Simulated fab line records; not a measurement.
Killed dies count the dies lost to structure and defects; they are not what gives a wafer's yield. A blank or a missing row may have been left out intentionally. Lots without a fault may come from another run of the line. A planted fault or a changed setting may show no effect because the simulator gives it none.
Problem report in the 8D (eight disciplines) form, filled by code || flow n5_finfet || the parts of the form that need people (team, actions taken, sign-off) are left out

== 1. WHAT IS WRONG ==
Wafers without a fault read 12.77 nm, standard deviation 0.22; cd_nm at N5_BEOL_M0_SAQP_CD_MEAS_25 reads a mean of 16.36 nm on 2 wafers belonging to 2 lots. That is +16 standard deviations from the usual mean.
The step: target cd 13.1 nm.
The first sign was on wafer L629.3 at day 7 10:17, on cd_sem-03. Wafers with a number at this step in the record: 25, from 9 lots. Rule for "out" (also "out of limits"): further than 4 standard deviations from the usual mean. Any other wafer with a number is counted as sound.

== 2. WHAT IT IS AND WHAT IT IS NOT ==
{"question": "which readings at this step", "is": "cd_nm", "is not": "-"}
{"question": "which lots", "is": "L629, L631", "is not": "L624, L625, L626, L630, L641, L642, L643"}
{"question": "which wafers of those lots", "is": "L629.3, L631.3", "is not": "L629.2, L631.2"}
{"question": "read on which gauges", "is": "cd_sem-03", "is not": "cd_sem-01, cd_sem-02"}
{"question": "when", "is": "from day 7 10:17", "is not": "up to then (10 sound wafers); but 13 sound wafers of L630, L631, L641, L642, L643 came after"}

== 3. THE SUSPECTS, EACH WITH WHAT RULES IT OUT ==
Counting: any tool at a process step up to the reading remains a suspect provided it ran every lot that is out. Sound lots after the first of them don't rule it out here, since some wafers of a struck lot are sound.
- the gauge at N5_BEOL_M0_SAQP_CD_MEAS_25: ruled out. All the wafers that are out were read on cd_sem-03, but those of them that N5_PASSIVATION_PROBE_49 has rows for are out there too, on other tools.
- rie_diel-02 at N5_BEOL_M0_SAQP_DESCUM_19 (chemistry O2, time 7.9 s): kept. It ran every lot that is out, first L629 (day 7 08:34).
- ald_sin-02 at N5_BEOL_M0_SAQP_SPACER1_ALD_98 (deposits SiO2, target thk 12.8 nm, pulse time 1 s, purge time 2 s): kept. It processed each lot that is out (first: L629, day 7 09:37); up to then, its last sound lot is L626 (day 6 09:43).
- Within ald_sin-02 at N5_BEOL_M0_SAQP_SPACER1_ALD_98: the wafers that are out ran in chamber 2; their sound lot-mates ran in chambers 1, 3.
Left after counting: rie_diel-02 at N5_BEOL_M0_SAQP_DESCUM_19, ald_sin-02 at N5_BEOL_M0_SAQP_SPACER1_ALD_98.

== 4. THE CAUSE (what the simulator had put in) ==
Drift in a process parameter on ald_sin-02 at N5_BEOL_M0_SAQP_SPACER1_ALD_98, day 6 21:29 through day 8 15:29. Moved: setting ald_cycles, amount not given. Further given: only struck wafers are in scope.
After counting, 2 suspects remain, this tool included.

== 5. SEQUENCE OF EFFECTS, ordered by route ==
One row per reading whose mean, taken over the struck wafers that have a number, lies over 3 standard deviations from the usual. Only readings whose record carries a usual standard deviation are examined. hours: median over the lots of the time between each lot's start at the first step of this table that gives one and its start at this step. sigmas: the change, counted in usual standard deviations.
{"hours": 0, "step": "N5_BEOL_M0_SAQP_CD_MEAS_25", "reading": "cd_nm", "usual": "12.77 nm", "on struck wafers": 16.36, "change": "+3.59", "sigmas": "+16"}
{"hours": 162, "step": "N5_PASSIVATION_PROBE_49", "reading": "defect_limited_yield", "usual": "91.4 %", "on struck wafers": 0.0, "change": -91.4, "sigmas": -65}
{"hours": 162, "step": "N5_PASSIVATION_PROBE_49", "reading": "killed_at_M0_to_M3", "usual": 31, "on struck wafers": 1126, "change": "+1096", "sigmas": "+99 or more"}
{"hours": 162, "step": "N5_PASSIVATION_PROBE_49", "reading": "killed_dies", "usual": 101, "on struck wafers": 1180, "change": "+1079", "sigmas": "+67"}
{"hours": 162, "step": "N5_PASSIVATION_PROBE_49", "reading": "killed_on_rim", "usual": 13, "on struck wafers": 152, "change": "+139", "sigmas": "+36"}
{"hours": 162, "step": "N5_PASSIVATION_PROBE_49", "reading": "sort_bin_5_function", "usual": "5.1 %", "on struck wafers": 97.2, "change": "+92.2", "sigmas": "+99 or more"}
{"hours": 162, "step": "N5_PASSIVATION_PROBE_49", "reading": "sort_n_pass", "usual": 1079, "on struck wafers": 0, "change": -1079, "sigmas": -67}
{"hours": 162, "step": "N5_PASSIVATION_PROBE_49", "reading": "sort_yield_pct", "usual": "91.4 %", "on struck wafers": 0.0, "change": -91.4, "sigmas": -65}
Here are the process steps it includes:
- N5_PASSIVATION_PROBE_49

== 6. HOW IT WOULD HAVE BEEN CAUGHT EARLIER ==
13 hours passed between the start of the fault at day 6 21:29 and the first reading out of limits at a measuring or inspecting step in this record, taken at day 7 10:17.
No tool reading at N5_BEOL_M0_SAQP_SPACER1_ALD_98 that has a usual standard deviation in the record was out on any struck wafer, so an alarm limit of 4 standard deviations on those readings would not have fired.
Of the lots that are out (2), L631 began N5_BEOL_M0_SAQP_SPACER1_ALD_98 on ald_sin-02 after day 7 10:17. Had the tool been put on hold then, it would have been spared.
